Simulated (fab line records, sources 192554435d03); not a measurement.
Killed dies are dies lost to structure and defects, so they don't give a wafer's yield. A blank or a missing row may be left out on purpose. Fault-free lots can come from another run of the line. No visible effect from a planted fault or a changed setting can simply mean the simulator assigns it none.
The tool behind it: which one? || flow n5-finfet || Sampling: 10 lots, 30 wafers, 5 of 1938 route steps

== WHAT THE GAUGES SHOWED, per wafer ==
N5_BEOL_M3_RS_MEAS_58: uses a four-point probe to measure. Usual: for M3_RS the level is 0.69 ohm/sq and the standard deviation is 0.033.
{"lot": "L900", "measured": "day 8 11:32", "on": "film-metro-02", "M3_RS (ohm/sq)": "0.69 0.67 0.66", "flag": ""}
{"lot": "L901", "measured": "day 8 18:31", "on": "film-metro-02", "M3_RS (ohm/sq)": "0.69 0.68 0.66", "flag": ""}
{"lot": "L902", "measured": "day 9 01:28", "on": "film-metro-02", "M3_RS (ohm/sq)": "0.65 0.65 0.64", "flag": ""}
{"lot": "L905", "measured": "day 9 20:50", "on": "film-metro-02", "M3_RS (ohm/sq)": "0.70 0.67 0.70", "flag": ""}
{"lot": "L910", "measured": "day 11 08:40", "on": "film-metro-01", "M3_RS (ohm/sq)": "0.68 0.68 0.62", "flag": ""}
{"lot": "L911", "measured": "day 11 11:18", "on": "film-metro-02", "M3_RS (ohm/sq)": "0.69 0.67 0.68", "flag": ""}
{"lot": "L914", "measured": "day 13 02:52", "on": "film-metro-01", "M3_RS (ohm/sq)": "0.69 0.67 0.65", "flag": ""}
{"lot": "L917", "measured": "day 13 18:55", "on": "film-metro-01", "M3_RS (ohm/sq)": "0.69 0.68 0.70", "flag": ""}
{"lot": "L916", "measured": "day 14 03:07", "on": "film-metro-01", "M3_RS (ohm/sq)": "0.73 0.68 0.71", "flag": ""}
{"lot": "L921", "measured": "day 14 13:11", "on": "film-metro-02", "M3_RS (ohm/sq)": "0.67 0.64 0.67", "flag": ""}

N5_BEOL_M4_RC_MEAS_101. Usual: DIBL_N 36.3 mV/V, standard deviation 1.2; DIBL_P 36.3 mV/V, standard deviation 1.4; IOFF_N 0.160 nA/um, standard deviation 0.02; IOFF_P 0.210 nA/um, standard deviation 0.025; ION_N 675 uA/um, standard deviation 9.5; ION_P 462 uA/um, standard deviation 7; SS_N 71.5 mV/dec, standard deviation 0.53; SS_P 73.4 mV/dec, standard deviation 0.55; VT_N 249.5 mV, standard deviation 2.6; VT_P -250.1 mV, standard deviation 2.9.
{"lot": "L900", "measured": "day 8 23:34", "on": "prober-01", "DIBL_N (mV/V)": "34.6 34.2 36.5", "DIBL_P (mV/V)": "33.6 32.9 36.7", "IOFF_N (nA/um)": "0.135 0.121 0.167", "IOFF_P (nA/um)": "0.161 0.154 0.203", "ION_N (uA/um)": "666 663 674", "ION_P (uA/um)": "450 452 462", "SS_N (mV/dec)": "72.3 71.7 72.4", "SS_P (mV/dec)": "72.7 73.2 73.9", "VT_N (mV)": "252.2 251.1 250.2", "VT_P (mV)": "-252.7 -256.1 -251.2", "flag": ""}
{"lot": "L901", "measured": "day 9 18:37", "on": "prober-02", "DIBL_N (mV/V)": "36.3 34.5 35.9", "DIBL_P (mV/V)": "34.9 32.6 34.7", "IOFF_N (nA/um)": "0.153 0.122 0.137", "IOFF_P (nA/um)": "0.215 0.183 0.208", "ION_N (uA/um)": "677 668 664", "ION_P (uA/um)": "470 466 461", "SS_N (mV/dec)": "71.7 70.6 70.9", "SS_P (mV/dec)": "73.4 73.0 74.0", "VT_N (mV)": "250.1 249.7 249.9", "VT_P (mV)": "-252.6 -251.5 -249.6", "flag": ""}
{"lot": "L902", "measured": "day 9 18:59", "on": "prober-01", "DIBL_N (mV/V)": "35.4 35.3 35.5", "DIBL_P (mV/V)": "37.2 36.7 36.8", "IOFF_N (nA/um)": "0.147 0.145 0.142", "IOFF_P (nA/um)": "0.184 0.182 0.176", "ION_N (uA/um)": "676 670 670", "ION_P (uA/um)": "449 456 454", "SS_N (mV/dec)": "71.5 71.5 72.1", "SS_P (mV/dec)": "72.9 73.2 73.9", "VT_N (mV)": "252.4 252.5 255.6", "VT_P (mV)": "-253.0 -253.3 -251.6", "flag": ""}
{"lot": "L905", "measured": "day 10 05:20", "on": "prober-01", "DIBL_N (mV/V)": "37.9 37.2 36.4", "DIBL_P (mV/V)": "36.3 37.1 35.5", "IOFF_N (nA/um)": "0.179 0.172 0.152", "IOFF_P (nA/um)": "0.211 0.231 0.203", "ION_N (uA/um)": "692 684 677", "ION_P (uA/um)": "467 469 462", "SS_N (mV/dec)": "71.9 71.8 72.2", "SS_P (mV/dec)": "73.8 73.4 73.8", "VT_N (mV)": "249.8 250.0 251.3", "VT_P (mV)": "-250.3 -247.6 -250.0", "flag": ""}
{"lot": "L910", "measured": "day 12 18:58", "on": "prober-02", "DIBL_N (mV/V)": "35.2 35.2 36.1", "DIBL_P (mV/V)": "34.7 36.1 36.3", "IOFF_N (nA/um)": "0.131 0.147 0.147", "IOFF_P (nA/um)": "0.185 0.210 0.188", "ION_N (uA/um)": "658 684 664", "ION_P (uA/um)": "450 468 453", "SS_N (mV/dec)": "71.7 70.9 71.8", "SS_P (mV/dec)": "73.8 73.9 73.7", "VT_N (mV)": "254.0 251.6 252.1", "VT_P (mV)": "-251.0 -248.5 -253.5", "flag": ""}
{"lot": "L911", "measured": "day 12 23:57", "on": "prober-02", "DIBL_N (mV/V)": "36.9 36.4 35.2", "DIBL_P (mV/V)": "36.0 36.5 34.8", "IOFF_N (nA/um)": "0.189 0.184 0.161", "IOFF_P (nA/um)": "0.241 0.248 0.212", "ION_N (uA/um)": "691 687 682", "ION_P (uA/um)": "476 469 465", "SS_N (mV/dec)": "72.0 71.9 71.8", "SS_P (mV/dec)": "73.2 73.6 73.0", "VT_N (mV)": "243.7 244.9 248.2", "VT_P (mV)": "-246.1 -246.3 -247.9", "flag": ""}
{"lot": "L914", "measured": "day 14 05:13", "on": "prober-01", "DIBL_N (mV/V)": "36.4 35.2 37.0", "DIBL_P (mV/V)": "36.7 36.0 38.2", "IOFF_N (nA/um)": "0.158 0.150 0.183", "IOFF_P (nA/um)": "0.191 0.186 0.222", "ION_N (uA/um)": "683 678 688", "ION_P (uA/um)": "464 459 469", "SS_N (mV/dec)": "72.2 72.1 72.0", "SS_P (mV/dec)": "73.5 72.6 74.2", "VT_N (mV)": "251.5 249.7 247.0", "VT_P (mV)": "-252.5 -253.6 -250.8", "flag": ""}
{"lot": "L917", "measured": "day 15 02:28", "on": "prober-02", "DIBL_N (mV/V)": "36.9 39.5 38.2", "DIBL_P (mV/V)": "37.5 40.0 38.9", "IOFF_N (nA/um)": "0.162 0.206 0.186", "IOFF_P (nA/um)": "0.215 0.265 0.236", "ION_N (uA/um)": "668 685 674", "ION_P (uA/um)": "463 464 457", "SS_N (mV/dec)": "71.9 71.7 71.6", "SS_P (mV/dec)": "73.5 74.6 74.7", "VT_N (mV)": "250.5 248.3 249.9", "VT_P (mV)": "-248.9 -246.1 -248.1", "flag": ""}
{"lot": "L916", "measured": "day 15 05:05", "on": "prober-02", "DIBL_N (mV/V)": "37.2 35.2 37.3", "DIBL_P (mV/V)": "34.9 33.0 35.3", "IOFF_N (nA/um)": "0.162 0.126 0.164", "IOFF_P (nA/um)": "0.192 0.172 0.212", "ION_N (uA/um)": "673 674 678", "ION_P (uA/um)": "456 459 460", "SS_N (mV/dec)": "71.7 71.4 71.6", "SS_P (mV/dec)": "73.2 73.3 73.9", "VT_N (mV)": "248.4 256.2 250.0", "VT_P (mV)": "-251.6 -251.6 -249.3", "flag": ""}
{"lot": "L921", "measured": "day 16 03:17", "on": "prober-02", "DIBL_N (mV/V)": "35.3 34.8 34.6", "DIBL_P (mV/V)": "36.4 34.8 35.8", "IOFF_N (nA/um)": "0.154 0.143 0.151", "IOFF_P (nA/um)": "0.208 0.183 0.206", "ION_N (uA/um)": "679 683 691", "ION_P (uA/um)": "472 466 466", "SS_N (mV/dec)": "71.6 70.8 71.3", "SS_P (mV/dec)": "72.7 72.7 72.1", "VT_N (mV)": "247.8 248.7 250.1", "VT_P (mV)": "-249.9 -250.5 -247.9", "flag": ""}

== EACH LOT AND THE TOOL THAT RAN IT (in order: tool; ch and the chambers of the sampled wafers; start) ==
{"lot": "L900", "N5_BEOL_M3_SPUTTER_94": "pvd-sputter-03, day 8 10:17", "N5_BEOL_M4_PECVD_72": "pecvd-04 ch 0,2, day 8 11:43", "N5_BEOL_M4_COAT_61": "litho-track-03 ch 0, day 8 12:40"}
{"lot": "L901", "N5_BEOL_M3_SPUTTER_94": "pvd-sputter-03, day 8 17:16", "N5_BEOL_M4_PECVD_72": "pecvd-04 ch 0,1,2, day 8 18:41", "N5_BEOL_M4_COAT_61": "litho-track-02 ch 0, day 8 21:28"}
{"lot": "L902", "N5_BEOL_M3_SPUTTER_94": "pvd-sputter-01, day 9 00:11", "N5_BEOL_M4_PECVD_72": "pecvd-03 ch 0,1,2, day 9 01:38", "N5_BEOL_M4_COAT_61": "litho-track-02 ch 0, day 9 03:53"}
{"lot": "L905", "N5_BEOL_M3_SPUTTER_94": "pvd-sputter-02, day 9 19:35", "N5_BEOL_M4_PECVD_72": "pecvd-02 ch 0,1,2, day 9 21:01", "N5_BEOL_M4_COAT_61": "litho-track-02 ch 0, day 9 22:02"}
{"lot": "L910", "N5_BEOL_M3_SPUTTER_94": "pvd-sputter-03, day 11 07:24", "N5_BEOL_M4_PECVD_72": "pecvd-03 ch 1,2, day 11 08:50", "N5_BEOL_M4_COAT_61": "litho-track-03 ch 0, day 11 10:58"}
{"lot": "L911", "N5_BEOL_M3_SPUTTER_94": "pvd-sputter-01, day 11 10:02", "N5_BEOL_M4_PECVD_72": "pecvd-02 ch 0,1,2, day 11 11:28", "N5_BEOL_M4_COAT_61": "litho-track-02 ch 0, day 11 11:40"}
{"lot": "L914", "N5_BEOL_M3_SPUTTER_94": "pvd-sputter-01, day 13 01:36", "N5_BEOL_M4_PECVD_72": "pecvd-03 ch 0,1, day 13 03:02", "N5_BEOL_M4_COAT_61": "litho-track-01 ch 0, day 13 03:50"}
{"lot": "L917", "N5_BEOL_M3_SPUTTER_94": "pvd-sputter-01, day 13 17:19", "N5_BEOL_M4_PECVD_72": "pecvd-03 ch 0,1, day 13 19:05", "N5_BEOL_M4_COAT_61": "litho-track-01 ch 0, day 13 19:50"}
{"lot": "L916", "N5_BEOL_M3_SPUTTER_94": "pvd-sputter-01, day 14 01:50", "N5_BEOL_M4_PECVD_72": "pecvd-02 ch 0,2, day 14 03:16", "N5_BEOL_M4_COAT_61": "litho-track-02 ch 0, day 14 04:14"}
{"lot": "L921", "N5_BEOL_M3_SPUTTER_94": "pvd-sputter-01, day 14 11:54", "N5_BEOL_M4_PECVD_72": "pecvd-02 ch 0,1, day 14 13:21", "N5_BEOL_M4_COAT_61": "litho-track-03 ch 0, day 14 14:07"}
- N5_BEOL_M3_SPUTTER_94: material Cu, target thk 4.5 nm, time 8.29 s.
- N5_BEOL_M4_PECVD_72: deposits SiO2 from TEOS/O2, target thk 16 nm, time 18 s.
- N5_BEOL_M4_COAT_61: time 60 s, resist thk 60 nm.

== WHAT THE TOOLS THEMSELVES READ (means of the sampled wafers that have a number; where no wafer has one, the mark that the record gives instead) ==
N5_BEOL_M3_SPUTTER_94. Usual: throttle-valve-pct 30.4 %, standard deviation 1.5.
{"lot": "L900", "tool": "pvd-sputter-03", "throttle-valve-pct (%)": 31.4, "flag": ""}
{"lot": "L901", "tool": "pvd-sputter-03", "throttle-valve-pct (%)": 30.6, "flag": ""}
{"lot": "L902", "tool": "pvd-sputter-01", "throttle-valve-pct (%)": 30.6, "flag": ""}
{"lot": "L905", "tool": "pvd-sputter-02", "throttle-valve-pct (%)": 30.4, "flag": ""}
{"lot": "L910", "tool": "pvd-sputter-03", "throttle-valve-pct (%)": 31.0, "flag": ""}
{"lot": "L911", "tool": "pvd-sputter-01", "throttle-valve-pct (%)": 29.3, "flag": ""}
{"lot": "L914", "tool": "pvd-sputter-01", "throttle-valve-pct (%)": 29.2, "flag": ""}
{"lot": "L917", "tool": "pvd-sputter-01", "throttle-valve-pct (%)": 28.6, "flag": ""}
{"lot": "L916", "tool": "pvd-sputter-01", "throttle-valve-pct (%)": 29.1, "flag": ""}
{"lot": "L921", "tool": "pvd-sputter-01", "throttle-valve-pct (%)": 29.1, "flag": ""}

N5_BEOL_M4_PECVD_72. Usual: heater-power-w 733 W, standard deviation 110; showerhead-plenum-p-Torr 8.81 Torr, standard deviation 0.033; throttle-valve-pct 22.7 %, standard deviation 1.6.
{"lot": "L900", "tool": "pecvd-04", "heater-power-w (W)": 719, "showerhead-plenum-p-Torr (Torr)": 8.81, "throttle-valve-pct (%)": 23.4, "flag": ""}
{"lot": "L901", "tool": "pecvd-04", "heater-power-w (W)": 644, "showerhead-plenum-p-Torr (Torr)": 8.85, "throttle-valve-pct (%)": 22.5, "flag": ""}
{"lot": "L902", "tool": "pecvd-03", "heater-power-w (W)": 798, "showerhead-plenum-p-Torr (Torr)": 8.78, "throttle-valve-pct (%)": 22.6, "flag": ""}
{"lot": "L905", "tool": "pecvd-02", "heater-power-w (W)": 677, "showerhead-plenum-p-Torr (Torr)": 8.80, "throttle-valve-pct (%)": 23.0, "flag": ""}
{"lot": "L910", "tool": "pecvd-03", "heater-power-w (W)": 860, "showerhead-plenum-p-Torr (Torr)": 8.79, "throttle-valve-pct (%)": 21.8, "flag": ""}
{"lot": "L911", "tool": "pecvd-02", "heater-power-w (W)": 620, "showerhead-plenum-p-Torr (Torr)": 8.81, "throttle-valve-pct (%)": 23.1, "flag": ""}
{"lot": "L914", "tool": "pecvd-03", "heater-power-w (W)": 779, "showerhead-plenum-p-Torr (Torr)": 8.79, "throttle-valve-pct (%)": 23.1, "flag": ""}
{"lot": "L917", "tool": "pecvd-03", "heater-power-w (W)": 868, "showerhead-plenum-p-Torr (Torr)": 8.79, "throttle-valve-pct (%)": 23.2, "flag": ""}
{"lot": "L916", "tool": "pecvd-02", "heater-power-w (W)": 586, "showerhead-plenum-p-Torr (Torr)": 8.82, "throttle-valve-pct (%)": 23.3, "flag": ""}
{"lot": "L921", "tool": "pecvd-02", "heater-power-w (W)": 648, "showerhead-plenum-p-Torr (Torr)": 8.81, "throttle-valve-pct (%)": 24.0, "flag": ""}

N5_BEOL_M4_COAT_61. Usual: heater-power-total-W 500.4 W, standard deviation 1.9; run-length-s 66.28 s, standard deviation 0.24.
{"lot": "L900", "tool": "litho-track-03", "heater-power-total-W (W)": 498.8, "run-length-s (s)": 66.35, "flag": ""}
{"lot": "L901", "tool": "litho-track-02", "heater-power-total-W (W)": 501.6, "run-length-s (s)": 66.48, "flag": ""}
{"lot": "L902", "tool": "litho-track-02", "heater-power-total-W (W)": 499.2, "run-length-s (s)": 66.50, "flag": ""}
{"lot": "L905", "tool": "litho-track-02", "heater-power-total-W (W)": 559.1, "run-length-s (s)": 58.88, "flag": "OFF"}
{"lot": "L910", "tool": "litho-track-03", "heater-power-total-W (W)": 499.0, "run-length-s (s)": 66.41, "flag": ""}
{"lot": "L911", "tool": "litho-track-02", "heater-power-total-W (W)": 556.6, "run-length-s (s)": 59.03, "flag": "OFF"}
{"lot": "L914", "tool": "litho-track-01", "heater-power-total-W (W)": 501.9, "run-length-s (s)": 65.95, "flag": ""}
{"lot": "L917", "tool": "litho-track-01", "heater-power-total-W (W)": 499.3, "run-length-s (s)": 65.90, "flag": ""}
{"lot": "L916", "tool": "litho-track-02", "heater-power-total-W (W)": 499.1, "run-length-s (s)": 66.49, "flag": ""}
{"lot": "L921", "tool": "litho-track-03", "heater-power-total-W (W)": 502.0, "run-length-s (s)": 66.39, "flag": ""}

== THE ANSWER, worked out from the rows above alone ==
Rule: take the mean of a lot's wafers that have a number; if it is more than 3 standard deviations from the usual mean, the lot is off. A lot without any number at a reading at which 4 lots or more have one is off too. Where the step has rows for the other lots, those lots are counted as sound. Order of review: gauges by route order, followed by the tools' own readings, for which a lot's mean as printed above is used. The first step at which some lot is off is used, and at that step the reading that is off furthest; a lot without a number counts as furthest.
Off at N5_BEOL_M4_COAT_61 (heater-power-total-W): L905, L911.
A tool fits if, at that step or a process step before it, it ran every lot that is off, and no sound lot after the first of them. None of those tried fits.

== WHAT WAS PUT IN BY THE SIMULATOR ==
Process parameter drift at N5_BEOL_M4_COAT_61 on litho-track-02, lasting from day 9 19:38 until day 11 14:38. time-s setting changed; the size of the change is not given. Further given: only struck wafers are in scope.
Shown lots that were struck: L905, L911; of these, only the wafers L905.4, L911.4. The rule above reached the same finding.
